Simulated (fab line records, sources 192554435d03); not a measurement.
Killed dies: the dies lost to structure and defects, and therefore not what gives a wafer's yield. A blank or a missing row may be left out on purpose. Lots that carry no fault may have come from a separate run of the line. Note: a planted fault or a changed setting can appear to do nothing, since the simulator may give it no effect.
Split-lot experiment ; flow n5_finfet ; 21 wafers read across 7 lots, on a route 1938 steps long

== ABOUT THE SPLIT ==
At N5_MIM_TOP_SPUTTER_03 (material TiN, target thk 35 nm, time 89.7 s), the setting power_w was moved away from the recipe's 3000 W on 5 of the 21 wafers read, by -7.6% to +5.1%. The other wafers ran this setting at the recipe's value.

The split's own step is where the reading is taken.

== THE READING ==
TiN_of_MIM_TOP_SPUTTER_03.thk_nm (the simulator's own value, which no gauge read), in nm, at N5_MIM_TOP_SPUTTER_03 (material TiN, target thk 35 nm, time 89.7 s). The file gives no usual value for it. Average 35.3 nm, standard deviation 0.62 nm, over the 16 wafers here run with the recipe.

wafer;tool, chamber at the split;power_w as run, W;against the recipe;TiN_of_MIM_TOP_SPUTTER_03.thk_nm, nm;against lot-mates on the recipe
L076.3;pvd_sputter-03, -;3000;recipe;35.4;-
L076.5;pvd_sputter-03, -;3000;recipe;36;-
L076.6;pvd_sputter-03, -;3000;recipe;34.8;-
L079.2;pvd_sputter-03, -;3000;recipe;35.8;-
L079.5;pvd_sputter-03, -;3000;recipe;36.2;-
L079.6;pvd_sputter-03, -;3000;recipe;35.6;-
L078.1;pvd_sputter-01, -;3000;recipe;35;-
L078.3;pvd_sputter-01, -;3000;recipe;36;-
L078.6;pvd_sputter-01, -;3000;recipe;36;-
L080.1;pvd_sputter-02, -;3000;recipe;34.6;-
L080.3;pvd_sputter-02, -;2801;-6.6%;33.8;-0.8
L080.4;pvd_sputter-02, -;2801;-6.6%;32.8;-1.8
L083.3;pvd_sputter-03, -;3000;recipe;35;-
L083.4;pvd_sputter-03, -;3000;recipe;35.8;-
L083.6;pvd_sputter-03, -;2772;-7.6%;32.2;-3.2
L085.3;pvd_sputter-02, -;3000;recipe;34.6;-
L085.5;pvd_sputter-02, -;3000;recipe;34.8;-
L085.6;pvd_sputter-02, -;3000;recipe;34.4;-
L087.2;pvd_sputter-02, -;3152;+5.1%;36.6;+2.2
L087.4;pvd_sputter-02, -;3000;recipe;34.4;-
L087.5;pvd_sputter-02, -;3152;+5.1%;36.4;+2.0

FIT RESULTS
A straight line over all 21 wafers: TiN_of_MIM_TOP_SPUTTER_03.thk_nm changes by +0.311 nm for each +1% of power_w; r = +0.85; the points scatter about the line by 0.62 nm.
The same after taking each lot's own level away (the mean of its wafers on the recipe; 21 wafers): +0.324 nm for each +1%; r = +0.90; scatter 0.5 nm.
Per that fit: largest power_w move, reading shift of 2.5 nm.
The lots' own levels span 34.40 to 35.87 nm, that is 2.4 times the standard deviation above.
The two slopes agree, so the slope changes little with the lot-to-lot level.
Check: for one of the wafers moved furthest among these (-7.6%), held out of the fit, the line's prediction against its lot-mates is -2 nm. It came out at -3.2 nm against them.

== ADDITIONAL SPLITS CARRIED BY THESE WAFERS ==
Other splits were also applied to these wafers ahead of the reading. Each is held against what the fit with the lots' levels taken away leaves over:
other split on the same wafers;wafers away from the commonest value;r with TiN_of_MIM_TOP_SPUTTER_03.thk_nm (lot level and that fit taken away)
N5_BEOL_M12_SPUTTER_44 power_w;5;-0.09
N5_BEOL_M13_COAT_22 spin_rpm;6;-0.22
N5_BEOL_M13_EXPOSE_25 dose_mj;5;+0.33
N5_BEOL_M14_ETCH_68 time_s;7;+0.15
N5_MIM_BOT_SPUTTER_00 time_s;7;-0.13

== FILE'S OWN FIT ==
TiN_of_MIM_TOP_SPUTTER_03.thk_nm changes by +0.342 nm for each +1% of power_w, r = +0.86.
